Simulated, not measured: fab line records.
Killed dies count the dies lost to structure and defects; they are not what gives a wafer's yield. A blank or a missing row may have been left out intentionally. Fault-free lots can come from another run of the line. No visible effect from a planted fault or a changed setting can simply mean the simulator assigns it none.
Lot-split experiment    flow n5_finfet    7 lots, 21 wafers read, on a route of 1938 steps

== SPLIT DETAILS ==
At N5_BEOL_M12_PEB_08 (peb time 90 s), the setting peb_time_s was moved away from the recipe's 90 s on 4 of the 21 wafers read, by -17.5% to +20.6%. All remaining wafers had this setting at the recipe value.

== FROM THE SPLIT TO THE READING: what the file shows between them, 2 steps ==
- N5_BEOL_M12_DEVELOP_09: develop time 45 s
- N5_BEOL_M12_HARDBAKE_14: time 120 s

== THE READING ==
cd_nm, in nm, at N5_BEOL_M12_CD_MEAS_10 (target cd 140 nm). Typical for fault-free wafers on this fab line: 141.0 nm, with standard deviation 1.8 nm.

wafer   tool, chamber at the split  peb_time_s as run, s  against the recipe  cd_nm, nm  against lot-mates on the recipe
L074.3  litho_track-05, 0           90                    recipe              140.7      -
L074.5  litho_track-05, 0           74.23                 -17.5%              134.1      -5.8
L074.6  litho_track-05, 0           90                    recipe              139.2      -
L076.1  litho_track-01, 0           90                    recipe              138.1      -
L076.2  litho_track-01, 0           90                    recipe              142.0      -
L076.5  litho_track-01, 0           90                    recipe              143.1      -
L081.1  litho_track-05, 0           99.92                 +11.0%              141.4      +2.4
L081.2  litho_track-05, 0           99.92                 +11.0%              141.9      +2.9
L081.6  litho_track-05, 0           90                    recipe              139.0      -
L083.1  litho_track-04, 0           90                    recipe              141.8      -
L083.3  litho_track-04, 0           90                    recipe              143.1      -
L083.4  litho_track-04, 0           90                    recipe              142.3      -
L087.3  litho_track-01, 0           90                    recipe              142.9      -
L087.4  litho_track-01, 0           90                    recipe              139.9      -
L087.5  litho_track-01, 0           108.5                 +20.6%              149.0      +7.6
L086.2  litho_track-01, 0           90                    recipe              142.9      -
L086.5  litho_track-01, 0           90                    recipe              142.5      -
L086.6  litho_track-01, 0           90                    recipe              143.7      -
L092.1  litho_track-04, 0           90                    recipe              142.9      -
L092.5  litho_track-04, 0           90                    recipe              143.1      -
L092.6  litho_track-04, 0           90                    recipe              142.3      -

FIT RESULTS
A straight line over all 21 wafers: cd_nm changes by +0.299 nm for each +1% of peb_time_s; r = +0.73; the points scatter about the line by 2 nm.
The same after taking each lot's own level away (the mean of its wafers on the recipe; 21 wafers): +0.328 nm for each +1%; r = +0.90; scatter 1.1 nm.
That fit puts the effect of the largest move of peb_time_s on the reading at 6.7 nm.
Across the lots, their own levels run from 139.00 to 143.03 nm, a range of 2.2 times the standard deviation given above.
So the lot-to-lot level blurs the effect unless lot-mates are compared.
Check: +5.94 nm against its lot-mates is what the line predicts for one of the wafers moved furthest among these (+20.6%) when that wafer is left out of the fit. It came out at +7.6 nm against them.

== OTHER SPLITS APPLIED TO THESE WAFERS ==
These wafers also went through other splits before the reading. Each is held against what the fit with the lots' levels taken away leaves over:
other split on the same wafers  wafers away from the commonest value  r with cd_nm (lot level and that fit taken away)
N5_BEOL_M10_ILD_DEP_00 time_s   6                                     +0.00
N5_BEOL_M11_ILD_DEP_00 time_s   8                                     +0.06

== THE FILE'S OWN FIT ==
cd_nm changes by +0.335 nm for each +1% of peb_time_s, r = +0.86.
